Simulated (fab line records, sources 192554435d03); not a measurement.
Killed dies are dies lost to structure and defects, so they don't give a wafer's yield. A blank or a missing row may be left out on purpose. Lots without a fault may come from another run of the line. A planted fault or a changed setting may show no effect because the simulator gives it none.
fab line records | flow n5_finfet
record lots=7 wafers=21
route steps=1938 shown ZERO_LAYER@4 FIN_SAQP@100 DUMMY_GATE@224
start_h: hours from the record's first day to the start of the lot's first wafer shown | wait_h: hours since the lot's step before | " the same as in the row above | L1.1+2: a row that stands for several wafers | - no value, or no start given | * or withheld: withheld | < > ~ a bound
route shown NAME@n: a module of which the file shows steps, and the number in the route of the first | usual: mean/standard deviation of fault-free wafers | same: alike in all rows | chamber/n: place in a boat | sites: the reading at each site | _std_site: their standard deviation | _edge_site: outer sites' mean less inner sites' | radius_mm: how far each site lies from the wafer's centre | mask NAME#n: copy n | behind: the tool/chamber that last shaped the wafer | hold: why the lot was held/for how many hours/how that ended | device: the transistor (n, p or np) that didn't switch | end of line: the same wafers' tests at the end of the route | a step without rows: its recipe alone | killed: dies lost to structure and defects at the first sort, not the wafer's yield | map: a wafer's dies, x killed, . not, _ none there
set.NAME: the setting as run; set.NAME@STEP: as run at that earlier step | model.NAME: the simulator's own value behind a step, which no gauge read
lots whose settings were changed on purpose; a table a step, a row a wafer
## steps
# step N5_ZERO_LAYER_PECVD_02
# recipe material=SiO2 target_thk_a=100 temp_c=400 precursor=SiH4/N2O pressure_torr=0.75 rf_w=275 time_s=6
# columns lot.wafer tool chamber start_h wait_h set.time_s model.SiO2_of_ZERO_LAYER_PECVD_02.thk_nm
L078.3 pecvd-02 1 36.31 0.1 6 9.93
L078.4 " 0 " " 6 10.04
L078.5 " 1 " " 6 10.06
L079.1 pecvd-01 0 42.28 0.0 6 9.902
L079.4 " 0 " " 6 10.15
L079.6 " 1 " " 6 9.948
L082.2 pecvd-02 1 60.28 0.0 5.619 9.359
L082.3 " 2 " " 6 10.02
L082.6 " 1 " " 5.619 9.554
L084.2 pecvd-02 0 72.28 0.0 6 9.628
L084.3 " 1 " " 6 9.733
L084.5 " 1 " " 6 9.895
L085.2 pecvd-01 0 78.28 0.0 6.74 11.21
L085.3 " 1 " " 6.74 10.93
L085.6 " 1 " " 6 9.926
L090.1 pecvd-02 1 108.28 0.0 6.563 10.73
L090.2 " 2 " " 6 9.771
L090.4 " 1 " " 6 10.05
L092.2 pecvd-01 2 120.28 0.0 6 10
L092.5 " 1 " " 5.105 8.642
L092.6 " 2 " " 5.105 8.736
# step N5_ZERO_LAYER_COAT_05
# recipe spin_rpm=1500 resist_thk_nm=1000
# columns lot.wafer tool chamber start_h wait_h set.spin_rpm model.coat_of_ZERO_LAYER_COAT_05.thk_nm
L078.3 litho_track-01 0 - - 1500 995.6
L078.4 " 0 " " 1500 996.4
L078.5 " 0 " " 1500 995.8
L079.1+4 litho_track-03 0 - - 1500 1006
L079.6 " 0 " " 1500 1004
L082.2 litho_track-01 0 - - 1500 996.8
L082.3 " 0 " " 1651 952.1
L082.6 " 0 " " 1500 999.6
L084.2 litho_track-02 0 - - 1409 1032
L084.3 " 0 " " 1500 995.4
L084.5 " 0 " " 1409 1031
L085.2 litho_track-02 0 - - 1570 974
L085.3 " 0 " " 1500 997.6
L085.6 " 0 " " 1500 998.7
L090.1 litho_track-01 0 - - 1419 1029
L090.2 " 0 " " 1500 996.2
L090.4 " 0 " " 1419 1028
L092.2 litho_track-01 0 - - 1500 995.3
L092.5 " 0 " " 1406 1031
L092.6 " 0 " " 1500 996.7
# step N5_ZERO_LAYER_EBR_07
# recipe solvent=PGMEA ebr_width_mm=1.5
# step N5_ZERO_LAYER_SOFTBAKE_06
# recipe temp_c=100 time_s=90
# step N5_ZERO_LAYER_ETCH_17
# recipe chemistry=CF4 target=SiO2 target_depth_a=120 time_s=13.3 ion_energy_ev=350 pressure_mtorr=40 source_w=450 bias_w=215 Ar_flow_sccm=100 cf4_flow_sccm=100
# step N5_ZERO_LAYER_ETCH_18
# recipe chemistry=HBr/Cl2 target=Si target_depth_a=1200 time_s=40 pressure_mtorr=10 icp_w=800 bias_w=75 HBr_flow_sccm=150 Cl2_flow_sccm=80
# step N5_ZERO_LAYER_STRIP_24
# recipe chemistry=O2 power_w=1000 temp_c=250 overash_fraction=0.3 pressure_mtorr=1000 o2_flow_sccm=6750
# usual strip_time_to_endpoint_s=43.84/0.099
# columns lot.wafer tool chamber start_h wait_h set.spin_rpm@ZERO_LAYER_COAT_05 strip_time_to_endpoint_s
L078.3 plasma_asher-01 0 36.94 0.1 1500 43.73
L078.4 " 1 " " 1500 43.73
L078.5 " 1 " " 1500 43.71
L079.1 plasma_asher-01 1 43.04 0.1 1500 44.03
L079.4 " 1 " " 1500 44.03
L079.6 " 0 " " 1500 43.97
L082.2 plasma_asher-02 1 61.18 0.1 1500 43.74
L082.3 " 0 " " 1651 42.37
L082.6 " 0 " " 1500 43.82
L084.2 plasma_asher-01 1 73.02 0.1 1409 44.78
L084.3 " 0 " " 1500 43.70
L084.5 " 0 " " 1409 44.76
L085.2 plasma_asher-02 0 79.02 0.1 1570 43.05
L085.3 " 1 " " 1500 43.78
L085.6 " 0 " " 1500 43.78
L090.1 plasma_asher-01 0 108.90 0.1 1419 44.75
L090.2 " 1 " " 1500 43.74
L090.4 " 1 " " 1419 44.70
L092.2 plasma_asher-01 0 121.02 0.1 1500 43.73
L092.5 " 1 " " 1406 44.76
L092.6 " 0 " " 1500 43.77
# step N5_FIN_SAQP_PECVD_06
# recipe material=a-Si target_thk_a=600 temp_c=400 precursor=SiH4/He pressure_torr=3 rf_w=100 time_s=48.1
# columns lot.wafer tool chamber start_h wait_h set.time_s model.a-Si_of_FIN_SAQP_PECVD_06.thk_nm
L078.3 pecvd-03 1 44.54 0.0 48.1 58.71
L078.4 " 2 " " 48.1 59
L078.5 " 1 " " 48.1 60.11
L079.1 pecvd-03 1 50.70 0.0 48.1 59.03
L079.4 " 2 " " 48.1 59.92
L079.6 " 0 " " 48.1 59.95
L082.2 pecvd-03 1 68.90 0.0 48.1 59.85
L082.3 " 0 " " 48.1 59.7
L082.6 " 2 " " 53.64 68.42
L084.2 pecvd-01 1 81.07 0.0 44.5 54.06
L084.3 " 2 " " 44.5 54.26
L084.5 " 0 " " 48.1 59.69
L085.2 pecvd-02 0 89.48 0.0 48.1 60.65
L085.3 " 2 " " 48.1 60.94
L085.6 " 1 " " 48.1 61.08
L090.1 pecvd-02 1 117.80 0.0 48.1 60.45
L090.2 " 2 " " 48.1 59.79
L090.4 " 0 " " 45.08 56.19
L092.2 pecvd-01 2 128.70 0.0 48.1 59.28
L092.5 " 0 " " 48.1 59.04
L092.6 " 1 " " 48.1 59.54
# step N5_FIN_SAQP_THK_MEAS_07
# usual thk_nm=59.8/0.74
# columns lot.wafer tool chamber start_h wait_h set.time_s@FIN_SAQP_PECVD_06 thk_nm
L078.3 film_metro-01 - 44.63 0.1 48.1 58.7
L078.4 " - " " 48.1 59.0
L078.5 " - " " 48.1 60.1
L079.1 film_metro-01 - 50.78 0.1 48.1 59.0
L079.4 " - " " 48.1 60.0
L079.6 " - " " 48.1 59.9
L082.2 film_metro-02 - 68.99 0.1 48.1 59.9
L082.3 " - " " 48.1 59.7
L082.6 " - " " 53.64 68.3
L084.2 film_metro-01 - 81.16 0.1 44.5 54.0
L084.3 " - " " 44.5 54.3
L084.5 " - " " 48.1 59.7
L085.2 film_metro-01 - 89.57 0.1 48.1 60.6
L085.3 " - " " 48.1 60.9
L085.6 " - " " 48.1 61.1
L090.1 film_metro-01 - 117.89 0.1 48.1 60.4
L090.2 " - " " 48.1 59.8
L090.4 " - " " 45.08 56.2
L092.2 film_metro-02 - 128.79 0.1 48.1 59.3
L092.5 " - " " 48.1 59.0
L092.6 " - " " 48.1 59.6
# step N5_FIN_SAQP_HM_DEP_72
# recipe material=SiO2 target_thk_a=120 temp_c=400 precursor=SiH4/N2O pressure_torr=0.75 rf_w=275 time_s=7.2
# columns lot.wafer tool chamber start_h wait_h set.time_s model.SiO2_of_FIN_SAQP_HM_DEP_72.thk_nm
L078.3 pecvd-01 0 44.69 0.1 7.2 11.65
L078.4 " 1 " " 7.2 11.82
L078.5 " 0 " " 7.2 11.69
L079.1 pecvd-02 0 50.82 0.0 7.2 11.94
L079.4 " 2 " " 7.2 12.31
L079.6 " 0 " " 7.2 12.29
L082.2 pecvd-02 0 69.02 0.0 7.2 11.98
L082.3 " 1 " " 7.626 12.59
L082.6 " 2 " " 7.626 13.03
L084.2 pecvd-03 1 81.20 0.0 7.2 12.09
L084.3 " 0 " " 6.316 10.71
L084.5 " 1 " " 6.316 10.7
L085.2 pecvd-01 1 89.61 0.0 7.76 12.92
L085.3 " 2 " " 7.2 12.04
L085.6 " 1 " " 7.76 13
L090.1 pecvd-02 2 117.93 0.0 7.2 12.07
L090.2 " 0 " " 7.2 11.85
L090.4 " 1 " " 7.2 11.97
L092.2 pecvd-03 2 128.83 0.0 7.841 13.21
L092.5 " 0 " " 7.841 13.08
L092.6 " 1 " " 7.2 12.52
# step N5_FIN_SAQP_COAT_49
# recipe resist=SOC temp_c=250 time_s=60 spin_rpm=1500 resist_thk_nm=100
# step N5_FIN_SAQP_COAT_50
# recipe resist=SiARC temp_c=220 time_s=60 spin_rpm=1500 resist_thk_nm=35
# step N5_FIN_SAQP_ETCH_52
# recipe chemistry=N2/H2 target=SOC target_depth_a=1000 overetch_a=200 mask_material=SiARC temp_c=40 time_s=150 ion_energy_ev=200 pressure_mtorr=30 source_w=840 bias_w=150 n2_flow_sccm=200 h2_flow_sccm=200 ends=end_point
# step N5_FIN_SAQP_STRIP_53
# recipe chemistry=N2/H2 temp_c=40 n2_flow_sccm=200 h2_flow_sccm=200 rf_frequency_hz=6e+07
# step N5_FIN_SAQP_HM_OPEN_73
# recipe chemistry=CHF3/O2 target=SiO2 stop_on=a-Si target_depth_a=120 over_etch_frac=1.8 mask_material=SOC time_s=16.8 pressure_mtorr=30 source_w=650 bias_w=170 Ar_flow_sccm=200 CHF3_flow_sccm=50 O2_flow_sccm=5 ion_energy_ev=200 ends=end_point
# columns lot.wafer tool chamber start_h wait_h set.time_s@FIN_SAQP_HM_DEP_72 model.etch.depth_nm
L078.3 rie_diel-03 2 45.31 0.0 7.2 11.65
L078.4 " 0 " " 7.2 11.82
L078.5 " 1 " " 7.2 11.69
L079.1 rie_diel-01 2 51.56 0.0 7.2 11.94
L079.4 " 1 " " 7.2 12.31
L079.6 " 2 " " 7.2 12.29
L082.2 rie_diel-05 2 69.77 0.0 7.2 11.98
L082.3 " 1 " " 7.626 12.59
L082.6 " 3 " " 7.626 13.03
L084.2 rie_diel-05 0 81.96 0.0 7.2 12.09
L084.3 " 1 " " 6.316 10.71
L084.5 " 3 " " 6.316 10.7
L085.2 rie_diel-03 1 90.35 0.0 7.76 12.92
L085.3 " 3 " " 7.2 12.04
L085.6 " 3 " " 7.76 13
L090.1 rie_diel-03 2 118.81 0.0 7.2 12.07
L090.2 " 1 " " 7.2 11.85
L090.4 " 3 " " 7.2 11.97
L092.2 rie_diel-01 1 129.45 0.0 7.841 13.21
L092.5 " 1 " " 7.841 13.08
L092.6 " 3 " " 7.2 12.52
# step N5_FIN_SAQP_STRIP_74
# recipe chemistry=CHF3/O2 resist=SiARC rf_frequency_hz=6e+07
# step N5_FIN_SAQP_MANDREL_ETCH_22
# recipe target_depth_a=600 chemistry=HBr/Cl2 target=a-Si stop_on=SiNx bt_time_s=10 over_etch_frac=0.5 time_s=30 pressure_mtorr=10 icp_w=800 bias_w=75 HBr_flow_sccm=150 Cl2_flow_sccm=80 ends=end_point
# usual oes_product_au=0.766/0.015
# columns lot.wafer tool chamber start_h wait_h set.time_s@FIN_SAQP_PECVD_06 oes_product_au model.etch.depth_nm
L078.3 rie_si-05 0 45.40 0.0 48.1 0.769 58.71
L078.4 " 0 " " 48.1 0.774 59
L078.5 " 3 " " 48.1 0.774 60.11
L079.1 rie_si-04 2 51.65 0.0 48.1 0.734 59.03
L079.4 " 2 " " 48.1 0.743 59.92
L079.6 " 0 " " 48.1 0.776 59.95
L082.2 rie_si-06 3 69.85 0.0 48.1 0.767 59.85
L082.3 " 1 " " 48.1 0.761 59.68
L082.6 " 2 " " 53.64 0.848 68.42
L084.2 rie_si-06 1 82.05 0.0 44.5 0.721 54.06
L084.3 " 3 " " 44.5 0.727 54.25
L084.5 " 2 " " 48.1 0.783 59.69
L085.2 rie_si-06 1 90.44 0.0 48.1 0.765 60.65
L085.3 " 2 " " 48.1 0.793 60.92
L085.6 " 1 " " 48.1 0.769 61.06
L090.1 rie_si-05 3 118.89 0.0 48.1 0.770 60.45
L090.2 " 1 " " 48.1 0.783 59.79
L090.4 " 0 " " 45.08 0.749 56.18
L092.2 rie_si-06 3 129.53 0.0 48.1 0.758 59.28
L092.5 " 2 " " 48.1 0.777 59.04
L092.6 " 3 " " 48.1 0.752 59.54
# step N5_FIN_SAQP_ETCH_34
# recipe chemistry=C4F6/O2 target=SiO2 target_depth_a=450 time_s=15 ion_energy_ev=250 pressure_mtorr=30 source_w=345 bias_w=185 Ar_flow_sccm=300 C4F6_flow_sccm=10 O2_flow_sccm=10 ends=cleared
# usual rf_vpp_V=663/5.3
# columns lot.wafer tool chamber start_h wait_h set.source_w rf_vpp_V
L078.3 rie_diel-03 2 50.46 0.0 329.3 682
L078.4 " 3 " " 329.3 676
L078.5 " 3 " " 345 661
L079.1 rie_diel-01 1 55.70 0.0 345 662
L079.4 " 3 " " 345 667
L079.6 " 2 " " 345 671
L082.2 rie_diel-05 1 74.56 0.0 345 658
L082.3 " 2 " " 345 655
L082.6 " 3 " " 392.5 617
L084.2 rie_diel-05 2 88.66 0.0 345 657
L084.3 " 0 " " 345 662
L084.5 " 2 " " 345 655
L085.2 rie_diel-05 1 100.48 0.0 345 658
L085.3 " 3 " " 345 658
L085.6 " 3 " " 345 661
L090.1 rie_diel-01 3 122.35 0.0 345 668
L090.2 " 0 " " 345 670
L090.4 " 3 " " 366 647
L092.2 rie_diel-01 3 133.25 0.0 345 668
L092.5 " 3 " " 302.5 716
L092.6 " 1 " " 345 660
# step N5_DUMMY_GATE_COAT_28
# recipe resist=underlayer temp_c=205 time_s=60 spin_rpm=1500 resist_thk_nm=10
# columns lot.wafer tool chamber start_h wait_h set.spin_rpm model.underlayer_of_DUMMY_GATE_COAT_28.thk_nm
L078.3 litho_track-02 0 - - 1500 10
L078.4+5 " 0 " " 1437 10.2
L079.1+4+6 litho_track-03 0 - - 1500 10
L082.2+6 litho_track-03 0 - - 1500 10
L082.3 " 0 " " 1656 9.6
L084.2+5 litho_track-02 0 - - 1339 10.6
L084.3 " 0 " " 1500 10
L085.2 litho_track-01 0 - - 1350 10.4
L085.3+6 " 0 " " 1500 10
L090.1+2+4 litho_track-01 0 - - 1500 10
L092.2 litho_track-03 0 - - 1500 10
L092.5+6 " 0 " " 1383 10.4
# step N5_DUMMY_GATE_EXPOSE_12
# recipe mask_id=GATE na=0.33 source_shape=annular sigma_inner=0.2 sigma_outer=0.6 polarization=unpolarized target_cd_nm=25 dose_mj=34
# columns lot.wafer tool chamber start_h wait_h mask set.dose_mj
L078.3+4+5 euv_scanner-01 0 73.62 - GATE#0 34
L079.1+4+6 euv_scanner-01 0 75.45 - GATE#0 34
L082.2 euv_scanner-01 0 96.32 - GATE#0 32.6
L082.3+6 " 0 " " GATE#0 34
L084.2+3 euv_scanner-02 0 112.63 - GATE#0 32.29
L084.5 " 0 " " GATE#0 34
L085.2+3+6 euv_scanner-02 0 122.76 - GATE#0 34
L090.1+2+4 euv_scanner-02 0 142.16 - GATE#0 34
L092.2 euv_scanner-02 0 153.42 - GATE#0 35.96
L092.5+6 " 0 " " GATE#0 34
# step N5_DUMMY_GATE_PEB_13
# recipe peb_temp_c=100 peb_time_s=60 resist=CAR-EUV
# step N5_DUMMY_GATE_DEVELOP_14
# recipe develop_time_s=30 developer=TMAH resist=CAR-EUV rinse_liquid=surfactant_rinse dry=air_spin dev_temp_c=23
# step N5_DUMMY_GATE_CD_MEAS_15
# recipe target_cd_nm=25.8 landing_energy_ev=500 detector=se_inlens
# usual cd_nm=25.00/0.22
# columns lot.wafer tool chamber start_h wait_h set.dose_mj@DUMMY_GATE_EXPOSE_12 cd_nm
L078.3 cd_sem-03 0 73.74 - 34 25.11
L078.4 " 0 " " 34 25.05
L078.5 " 0 " " 34 25.08
L079.1 cd_sem-03 0 75.58 - 34 25.27
L079.4 " 0 " " 34 25.11
L079.6 " 0 " " 34 24.78
L082.2 cd_sem-03 0 96.44 - 32.6 25.93
L082.3 " 0 " " 34 25.05
L082.6 " 0 " " 34 25.19
L084.2 cd_sem-02 0 112.76 - 32.29 25.83
L084.3 " 0 " " 32.29 25.92
L084.5 " 0 " " 34 25.11
L085.2 cd_sem-02 0 122.88 - 34 24.87
L085.3 " 0 " " 34 24.88
L085.6 " 0 " " 34 25.00
L090.1 cd_sem-03 0 142.28 - 34 25.07
L090.2 " 0 " " 34 24.62
L090.4 " 0 " " 34 24.68
L092.2 cd_sem-03 0 153.55 - 35.96 24.07
L092.5 " 0 " " 34 25.02
L092.6 " 0 " " 34 24.95
# step N5_DUMMY_GATE_STRIP_38
# recipe chemistry=N2/H2 temp_c=40 n2_flow_sccm=200 h2_flow_sccm=200 rf_frequency_hz=6e+07
# step N5_DUMMY_GATE_STRIP_39
# recipe chemistry=N2/H2 temp_c=40 n2_flow_sccm=200 h2_flow_sccm=200 rf_frequency_hz=6e+07
# step N5_DUMMY_GATE_TRIM_49
# recipe chemistry=O2 resist=SOC time_s=29 target_cd_nm=14 source_power_w=300 bias_power_w=0 O2_flow_sccm=100 temp_c=20
# columns lot.wafer tool chamber start_h wait_h set.dose_mj@DUMMY_GATE_EXPOSE_12 model.DUMMY_GATE.cd_nm
L078.3 rie_si-01 3 74.09 0.0 34 14.2
L078.4 " 1 " " 34 14
L078.5 " 3 " " 34 14.4
L079.1 rie_si-02 1 75.93 0.0 34 14
L079.4+6 " 3,0 " " 34 14.2
L082.2 rie_si-03 1 96.80 0.0 32.6 14.8
L082.3 " 3 " " 34 14
L082.6 " 3 " " 34 13.8
L084.2 rie_si-03 2 113.16 0.0 32.29 14.8
L084.3 " 0 " " 32.29 15.2
L084.5 " 0 " " 34 14
L085.2+3 rie_si-01 0,3 123.23 0.0 34 13.8
L085.6 " 0 " " 34 14
L090.1 rie_si-03 3 142.64 0.0 34 14.2
L090.2+4 " 1,2 " " 34 14
L092.2 rie_si-01 1 153.90 0.0 35.96 12.8
L092.5+6 " 3,2 " " 34 14
# step N5_DUMMY_GATE_STRIP_40
# recipe chemistry=CF4 resist=SiARC power_w=300 bias_power_w=75 pressure_mtorr=50 cf4_flow_sccm=150 rf_frequency_hz=6e+07
# step N5_DUMMY_GATE_CD_MEAS_50
# recipe target_cd_nm=14
# usual cd_nm=14.0/0.3
# columns lot.wafer tool chamber start_h wait_h set.dose_mj@DUMMY_GATE_EXPOSE_12 cd_nm
L078.3 cd_sem-03 - 74.25 0.0 34 14.2
L078.4 " - " " 34 13.9
L078.5 " - " " 34 14.4
L079.1 cd_sem-03 - 76.09 0.0 34 14.4
L079.4 " - " " 34 14.4
L079.6 " - " " 34 13.8
L082.2 cd_sem-01 - 96.95 0.0 32.6 14.8
L082.3 " - " " 34 13.8
L082.6 " - " " 34 13.9
L084.2 cd_sem-02 - 113.32 0.0 32.29 14.6
L084.3 " - " " 32.29 15.3
L084.5 " - " " 34 13.9
L085.2 cd_sem-03 - 123.49 0.0 34 13.8
L085.3 " - " " 34 13.8
L085.6 " - " " 34 14.1
L090.1 cd_sem-03 - 142.79 0.0 34 14.4
L090.2 " - " " 34 13.9
L090.4 " - " " 34 14.2
L092.2 cd_sem-03 - 154.05 0.0 35.96 12.8
L092.5 " - " " 34 14.0
L092.6 " - " " 34 14.1
# step N5_DUMMY_GATE_ETCH_31
# recipe chemistry=C4F6/O2 target=SiO2 mask_material=SOC target_depth_a=825 time_s=27.5 ion_energy_ev=250 pressure_mtorr=30 source_w=345 bias_w=185 Ar_flow_sccm=300 C4F6_flow_sccm=10 O2_flow_sccm=10
# step N5_DUMMY_GATE_STRIP_41
# recipe chemistry=O2 power_w=400 temp_c=40 pressure_mtorr=30 rf_frequency_hz=6e+07 bias_power_w=0 overash_fraction=0.3 o2_flow_sccm=225
# step N5_DUMMY_GATE_ETCH_32
# recipe chemistry=CF4 target=SiO2 target_depth_a=35 time_s=3.9 ion_energy_ev=350 pressure_mtorr=10 icp_w=800 bias_w=400 cf4_flow_sccm=80
# step N5_DUMMY_GATE_ETCH_23
# recipe chemistry=HBr/Cl2/O2 HBr_flow_sccm=150 Cl2_flow_sccm=80 O2_flow_sccm=12 bias_w=102 target_depth_a=410 time_s=22.3 target=poly-Si mask_material=SiO2 pressure_mtorr=10 icp_w=800
# step N5_DUMMY_GATE_ETCH_44
# recipe chemistry=HBr/O2 over_etch_frac=0.7 target_depth_a=1275 stop_on=SiO2 ion_energy_ev=60 bias_w=20 target=poly-Si mask_material=SiO2 pressure_mtorr=20 icp_w=400 HBr_flow_sccm=120 O2_flow_sccm=10
# columns lot.wafer tool chamber start_h wait_h set.dose_mj@DUMMY_GATE_EXPOSE_12 model.DUMMY_GATE.cd_nm
L078.3+5 rie_si-03 3 74.63 0.0 34 15.4
L078.4 " 0 " " 34 15
L079.1 rie_si-03 1 76.52 0.0 34 15
L079.4+6 " 1,2 " " 34 15.2
L082.2 rie_si-02 1 97.33 0.0 32.6 15.6
L082.3 " 3 " " 34 15
L082.6 " 0 " " 34 14.8
L084.2 rie_si-03 2 113.70 0.0 32.29 15.8
L084.3 " 0 " " 32.29 16
L084.5 " 0 " " 34 15
L085.2+3 rie_si-03 2,1 123.87 0.0 34 14.8
L085.6 " 2 " " 34 15
L090.1 rie_si-01 0 143.17 0.0 34 15.2
L090.2 " 2 " " 34 14.8
L090.4 " 3 " " 34 15
L092.2 rie_si-02 2 154.44 0.0 35.96 13.8
L092.5 " 2 " " 34 15
L092.6 " 3 " " 34 14.6
## key
split step=N5_ZERO_LAYER_PECVD_02 setting=time_s stated=6 by=wafer
response step=N5_ZERO_LAYER_PECVD_02 reading=model.SiO2_of_ZERO_LAYER_PECVD_02.thk_nm change=+0.0893 per=1% r=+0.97
split step=N5_ZERO_LAYER_COAT_05 setting=spin_rpm stated=1500 by=wafer
response step=N5_ZERO_LAYER_COAT_05 reading=model.coat_of_ZERO_LAYER_COAT_05.thk_nm change=-5.21 per=1% r=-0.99
response step=N5_ZERO_LAYER_STRIP_24 reading=strip_time_to_endpoint_s change=* per=1% r=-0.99
split step=N5_FIN_SAQP_PECVD_06 setting=time_s stated=48.1 by=wafer
response step=N5_FIN_SAQP_PECVD_06 reading=model.a-Si_of_FIN_SAQP_PECVD_06.thk_nm change=+0.726 per=1% r=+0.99
response step=N5_FIN_SAQP_THK_MEAS_07 reading=thk_nm change=* per=1% r=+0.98
response step=N5_FIN_SAQP_MANDREL_ETCH_22 reading=oes_product_au change=+0.00691 per=1% r=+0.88
response step=N5_FIN_SAQP_MANDREL_ETCH_22 reading=model.etch.depth_nm change=+0.727 per=1% r=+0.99
split step=N5_FIN_SAQP_HM_DEP_72 setting=time_s stated=7.2 by=wafer
response step=N5_FIN_SAQP_HM_DEP_72 reading=model.SiO2_of_FIN_SAQP_HM_DEP_72.thk_nm change=+0.107 per=1% r=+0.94
response step=N5_FIN_SAQP_HM_OPEN_73 reading=model.etch.depth_nm change=+0.107 per=1% r=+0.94
split step=N5_FIN_SAQP_ETCH_34 setting=source_w stated=345 by=wafer
response step=N5_FIN_SAQP_ETCH_34 reading=rf_vpp_V change=-3.49 per=1% r=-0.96
split step=N5_DUMMY_GATE_COAT_28 setting=spin_rpm stated=1500 by=wafer
response step=N5_DUMMY_GATE_COAT_28 reading=model.underlayer_of_DUMMY_GATE_COAT_28.thk_nm change=-0.0462 per=1% r=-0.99
split step=N5_DUMMY_GATE_EXPOSE_12 setting=dose_mj stated=34 by=wafer
response step=N5_DUMMY_GATE_CD_MEAS_15 reading=cd_nm change=-0.165 per=1% r=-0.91
response step=N5_DUMMY_GATE_TRIM_49 reading=model.DUMMY_GATE.cd_nm change=-0.207 per=1% r=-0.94
response step=N5_DUMMY_GATE_CD_MEAS_50 reading=cd_nm change=-0.217 per=1% r=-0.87
response step=N5_DUMMY_GATE_ETCH_44 reading=model.DUMMY_GATE.cd_nm change=-0.175 per=1% r=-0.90
